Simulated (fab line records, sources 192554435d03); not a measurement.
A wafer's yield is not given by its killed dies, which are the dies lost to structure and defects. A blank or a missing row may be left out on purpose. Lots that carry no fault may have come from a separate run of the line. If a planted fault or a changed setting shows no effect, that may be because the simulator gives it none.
Lot-split experiment    flow n5Finfet    7 lots, 21 wafers read, on a route of 1938 steps

ABOUT THE SPLIT
At N5_FIN_SAQP_COAT_10 (resist thk 90 nm), the setting spinRpm was moved away from the recipe's 1500 rpm on 8 of the 21 wafers read, by -10.7% to +6.9%. The other wafers ran this setting at the recipe's value.

FROM THE SPLIT TO THE READING: what the file shows between them, 4 steps
- N5_FIN_SAQP_PEB_14: peb time 60 s (also split here: pebTimeS)
- N5_FIN_SAQP_DEVELOP_15: develop time 30 s
- N5_FIN_SAQP_CD_MEAS_16: target cd 35.6 nm
- N5_FIN_SAQP_DESCUM_21: chemistry O2, time 7.9 s

THE READING
CAR-ArF_of_FIN_SAQP_COAT_10.thkNm (the simulator's own value, which no gauge read), in nm, at N5_FIN_SAQP_ETCH_51 (etches SiARC in CF4, target depth 45.5 nm, time 75.8 s). There is no usual value for it anywhere in the file. Across the 13 wafers here that went through the recipe, the average is 50.80 nm and the standard deviation 0.28 nm.

wafer   tool, chamber at the split  spinRpm as run, rpm  against the recipe  CAR-ArF_of_FIN_SAQP_COAT_10.thkNm, nm  against lot-mates on the recipe
L082.4  lithoTrack-02, 0            1423                 -5.1%               53.31                                  +2.53
L082.5  lithoTrack-02, 0            1500                 recipe              50.78                                  -
L082.6  lithoTrack-02, 0            1423                 -5.1%               53.41                                  +2.63
L088.2  lithoTrack-01, 0            1500                 recipe              51.13                                  -
L088.3  lithoTrack-01, 0            1500                 recipe              50.79                                  -
L088.5  lithoTrack-01, 0            1500                 recipe              51.21                                  -
L090.2  lithoTrack-02, 0            1500                 recipe              51.12                                  -
L090.4  lithoTrack-02, 0            1500                 recipe              51.07                                  -
L090.6  lithoTrack-02, 0            1500                 recipe              50.94                                  -
L091.1  lithoTrack-03, 0            1409                 -6.1%               53.36                                  +2.75
L091.4  lithoTrack-03, 0            1409                 -6.1%               53.78                                  +3.17
L091.6  lithoTrack-03, 0            1500                 recipe              50.61                                  -
L092.3  lithoTrack-02, 0            1604                 +6.9%               47.7                                   -3.03
L092.4  lithoTrack-02, 0            1500                 recipe              50.79                                  -
L092.6  lithoTrack-02, 0            1500                 recipe              50.67                                  -
L095.1  lithoTrack-01, 0            1500                 recipe              50.25                                  -
L095.2  lithoTrack-01, 0            1500                 recipe              50.43                                  -
L095.5  lithoTrack-01, 0            1500                 recipe              50.61                                  -
L096.1  lithoTrack-02, 0            1339                 -10.7%              56.04                                  no lot-mate on the recipe
L096.3  lithoTrack-02, 0            1339                 -10.7%              56.19                                  no lot-mate on the recipe
L096.5  lithoTrack-02, 0            1339                 -10.7%              55.84                                  no lot-mate on the recipe

THE FIT
A straight line over all 21 wafers: CAR-ArF_of_FIN_SAQP_COAT_10.thkNm changes by -0.478 nm for each +1% of spinRpm; r = -0.99; the points scatter about the line by 0.26 nm.
The same after taking each lot's own level away (the mean of its wafers on the recipe; 18 wafers): -0.475 nm for each +1%; r = -0.99; scatter 0.15 nm.
According to that fit, moving spinRpm by its largest amount changes the reading by 5.1 nm.
From 50.430 to 51.043 nm: that is the span of the lots' own levels, equal to 2.2 times the standard deviation above.
So the lot-to-lot level changes the slope little: the two slopes agree.
Check: -3.42 nm against its lot-mates is what the line predicts for one of the wafers moved furthest among these (+6.9%) when that wafer is left out of the fit. It came out at -3.03 nm against them.

THESE WAFERS: OTHER SPLITS
Before the reading, these wafers also passed through other splits. Each is held against what the fit with the lots' levels taken away leaves over:
other split on the same wafers  wafers away from the commonest value  r with CAR-ArF_of_FIN_SAQP_COAT_10.thkNm (lot level and that fit taken away)
N5_WELL_APT_COAT_02 spinRpm     10                                    -0.15
N5_WELL_APT_PEB_06 pebTempC     9                                     -0.07
N5_FIN_SAQP_PEB_14 pebTimeS     6                                     -0.17

THE WHOLE CHAIN: every reading that the file lists as answering this split, in the file's order
step                   what it does                                            reading                                                                             change (the file's fit)                r (the file's)
N5_FIN_SAQP_COAT_10    resist thk 90 nm                                        CAR-ArF_of_FIN_SAQP_COAT_10.thkNm (the simulator's own value, which no gauge read)  -0.449 nm for each +1% of the setting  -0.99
N5_FIN_SAQP_DESCUM_21  chemistry O2, time 7.9 s                                CAR-ArF_of_FIN_SAQP_COAT_10.thkNm (the simulator's own value, which no gauge read)  -0.457 nm for each +1% of the setting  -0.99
N5_FIN_SAQP_ETCH_51    etches SiARC in CF4, target depth 45.5 nm, time 75.8 s  CAR-ArF_of_FIN_SAQP_COAT_10.thkNm (the simulator's own value, which no gauge read)  -0.469 nm for each +1% of the setting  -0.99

FILE'S OWN FIT
CAR-ArF_of_FIN_SAQP_COAT_10.thkNm changes by -0.469 nm for each +1% of spinRpm, r = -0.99.
